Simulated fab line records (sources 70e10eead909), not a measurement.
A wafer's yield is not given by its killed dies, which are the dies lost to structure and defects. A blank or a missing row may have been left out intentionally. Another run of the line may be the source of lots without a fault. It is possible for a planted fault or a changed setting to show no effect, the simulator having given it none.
Comparing a struck lot with a sound one + flow nand harc + 41 steps out of a route of 1302
Sound: the wafers L265.2, L265.4, L265.5. Struck: wafer L279.1. (L279.2, L279.3 of the same lot were not struck and are left out.) The cause comes at the end.
Each step with rows lists, per side, the tool, then ch with its chambers, then its first start. Under that, the readings that differ: sound wafers + struck wafers + difference of the means + sigmas: that difference in standard deviations of wafers without a fault.
alike: readings whose means differ by less than 2 such deviations, and words and numbers that are the same on both sides. not compared: withheld readings, readings that some wafer has no value for, bounds like >300 that may hide the same value, and numbers for which the record gives no deviation and whose values overlap.
A row with sigmas, a row that says differs or no value, or rows on one side alone: a step with any of these is where the two part. Non-overlapping numbers with no deviation appear without sigmas and do not part them. A reading missing from all wafers of one side parts the sides only when that side holds two or more wafers.

first, 1 step without rows for these wafers: NHARC_P_M2_DEVELOP_08 (develop time 35 s).
NHARC_P_M2_CD_MEAS_09 targets a cd of 170 nm.
  sound on cd sem-03 ch 0, day 6 15:36; struck on cd sem-02 ch 0, day 12 10:26
| reading    | sound             | struck | difference | sigmas |
|------------|-------------------|--------|------------|--------|
| cd nm (nm) | 170.3 170.6 171.6 | 168.8  | -2.0       | -2     |
NHARC_P_M2_OVL_MEAS_10: pitch 340 nm.
  sound: overlay-01 at day 6 15:41; struck: overlay-02 at day 12 10:31
| reading           | sound          | struck | difference | sigmas |
|-------------------|----------------|--------|------------|--------|
| overlay y nm (nm) | -1.3 -2.0 -2.1 | 0.4    | +2.2       | +3     |
  alike: overlay x nm
NHARC_P_M2_INSPECT_11:
  sound: defect inspect-01 at day 6 15:43; struck: defect inspect-02 at day 12 10:34
  alike: raw defect count
then, 1 step without rows for these wafers: NHARC_P_M2_DESCUM_14 (chemistry O2, time 3 s).
NHARC_P_M2_ETCH_35: etches the open film in N2/H2, target depth 40 nm, overetch 12 nm, time 43.94 s.
  sound on rie diel-02 ch 0,2,3, day 6 15:55; struck on rie diel-11 ch 1, day 12 10:43
  alike: drypump motor current A, n2 flow sccm, oes product au, rf vpp V, showerhead plenum p Torr, throttle valve pct
  not compared: rf hours counter h
then, 1 step without rows for these wafers: NHARC_P_M2_ETCH_15 (etches the open film in C4F8/Ar, target depth 182.5 nm, time 91.2 s).
NHARC_P_M2_CD_MEAS_16:
  sound: cd sem-01 at day 6 16:08; struck: cd sem-02 at day 12 10:55
  alike: cd nm
NHARC_P_M2_STRIP_18: strips in N2/H2.
  sound on rie diel-01 ch 0,1,3, day 6 16:16; struck on rie diel-01 ch 2, day 12 11:00
| reading               | sound              | struck | difference | sigmas |
|-----------------------|--------------------|--------|------------|--------|
| oes product au (a.u.) | 1.022 1.003 1.025  | 0.973  | -0.044     | -4     |
| power w (W)           | 998.2 1001.0 998.2 | 1005.7 | +6.6       | +3     |
| rf vpp V (V)          | 91.6 91.2 91.6     | 89.0   | -2.5       | -3     |
  alike: drypump motor current A, n2 flow sccm, showerhead plenum p Torr, throttle valve pct
  not compared: rf hours counter h
then, 3 steps without rows for these wafers: NHARC_P_M2_ETCH_28 (etches the open film in CF4/N2, target depth 30 nm, time 72.99 s); NHARC_P_M2_STRIP_19 (strips in post etch residue remover, time 600 s); NHARC_P_M2_DEGAS_29 (time 60 s).
NHARC_P_M2_PRE_CLEAN_30: time 30 s.
  sound: pvd sputter-01 at day 6 16:55; struck: pvd sputter-03 at day 12 11:42
  alike: heater power w
then, 3 steps without rows for these wafers: NHARC_P_M2_PVD_20 (deposits TaN, target thk 5 nm, time 8.06 s); NHARC_P_M2_PVD_21 (deposits Cu, target thk 30 nm, time 20.49 s); NHARC_P_M2_ECD_22 (material Cu, target thk 400 nm).
NHARC_P_M2_ANNEAL_31: time 90 s.
  sound on rtp anneal-01 ch 0, day 6 17:38; struck on rtp anneal-02 ch 0, day 12 12:22
| reading           | sound             | struck | difference | sigmas |
|-------------------|-------------------|--------|------------|--------|
| anneal temp c max | 226.2 226.1 226.1 | 226.8  | +0.7       | +2     |
  alike: wafer_temp_C_max
then, 1 step without rows for these wafers: NHARC_P_M2_CMP_23 (polishes, t overpolish 20 s, target thk 144.3 nm).
NHARC_P_M2_THK_MEAS_24: measures by xrf.
  sound: film metro-01 at day 6 18:14; struck: film metro-01 at day 12 13:02
  alike: thk nm
then, 4 steps without rows for these wafers: NHARC_P_M2_SRD_25; NHARC_P_M2_PRE_CLEAN_32 (time 12 s); NHARC_P_M2_DEP_33 (deposits SiCN, target thk 30 nm); NHARC_P_BONDPAD_DEP_00 (deposits SiCN, target thk 250 nm).
NHARC_P_BONDPAD_CMP_32: polishes SiCN, target thk 200 nm.
  sound on cmp-02 ch 1,2,3, day 6 19:33; struck on cmp-01 ch 3, day 12 14:43
  alike: motor current A
NHARC_P_BONDPAD_THK_MEAS_33: measures by ellipsometry.
  sound: film metro-01 at day 6 19:46; struck: film metro-02 at day 12 14:58
  alike: thk nm
then, 10 steps without rows for these wafers: NHARC_P_BONDPAD_SRD_34; NHARC_P_BONDPAD_DEHYDRATE_01 (time 120 s); NHARC_P_BONDPAD_HMDS_02 (time 30 s); NHARC_P_BONDPAD_COAT_36 (time 65 s); NHARC_P_BONDPAD_COAT_03 (resist thk 600 nm); NHARC_P_BONDPAD_SOFTBAKE_04 (time 70 s); NHARC_P_BONDPAD_EBR_05; NHARC_P_BONDPAD_EXPOSE_06 (exposes mask P BPAD); NHARC_P_BONDPAD_PEB_07 (peb time 80 s); NHARC_P_BONDPAD_DEVELOP_08 (time 50 s).
NHARC_P_BONDPAD_CD_MEAS_09 targets a cd of 500 nm.
  sound on cd sem-03 ch 0, day 6 20:12; struck on cd sem-03 ch 0, day 12 15:24
  alike: cd nm
NHARC_P_BONDPAD_OVL_MEAS_38:
  sound: overlay-02 at day 6 20:17; struck: overlay-02 at day 12 15:29
  alike: overlay x nm, overlay y nm
then, 1 step without rows for these wafers: NHARC_P_BONDPAD_HARDBAKE_10 (time 65 s).
NHARC_P_BONDPAD_DESCUM_11: chemistry O2, time 3 s.
  sound on rie diel-03 ch 0,1,3, day 6 20:25; struck on rie diel-12 ch 2, day 12 15:37
  alike: drypump motor current A, oes product au, rf vpp V, showerhead plenum p Torr, throttle valve pct
  not compared: rf hours counter h
then, 1 step without rows for these wafers: NHARC_P_BONDPAD_ETCH_37 (etches the open film in N2/H2, target depth 60 nm, overetch 18 nm, time 65.91 s).
-- jump in the record: it breaks off in module P_BONDPAD and resumes in module END (first step shown: number 1302 of the route), and 18 days separate the struck wafers' starts before and after --
NHARC_END_SORT_01:
  sound on prober-02 ch 0, day 24 21:56; struck on prober-01 ch 0, day 30 10:14
| reading                | sound       | struck | difference | sigmas |
|------------------------|-------------|--------|------------|--------|
| killed at periphery    | 0 1 1       | 37     | +36        | +13    |
| sort_bin_3_pct (%)     | 0.7 1.0 0.7 | 1.8    | +1.0       | +3     |
| sort rim yield pct (%) | 91 96 92    | 78     | -15        | -4     |
  alike: defect limited yield, killed at array, killed at other, killed dies, killed open, killed short, sort_bin_2_pct, sort_bin_4_pct, sort n pass, sort yield pct

## WHERE THEY PART
First at NHARC_P_M2_CD_MEAS_09; last, within this record, at NHARC_END_SORT_01.

WHY: what the simulator had put in
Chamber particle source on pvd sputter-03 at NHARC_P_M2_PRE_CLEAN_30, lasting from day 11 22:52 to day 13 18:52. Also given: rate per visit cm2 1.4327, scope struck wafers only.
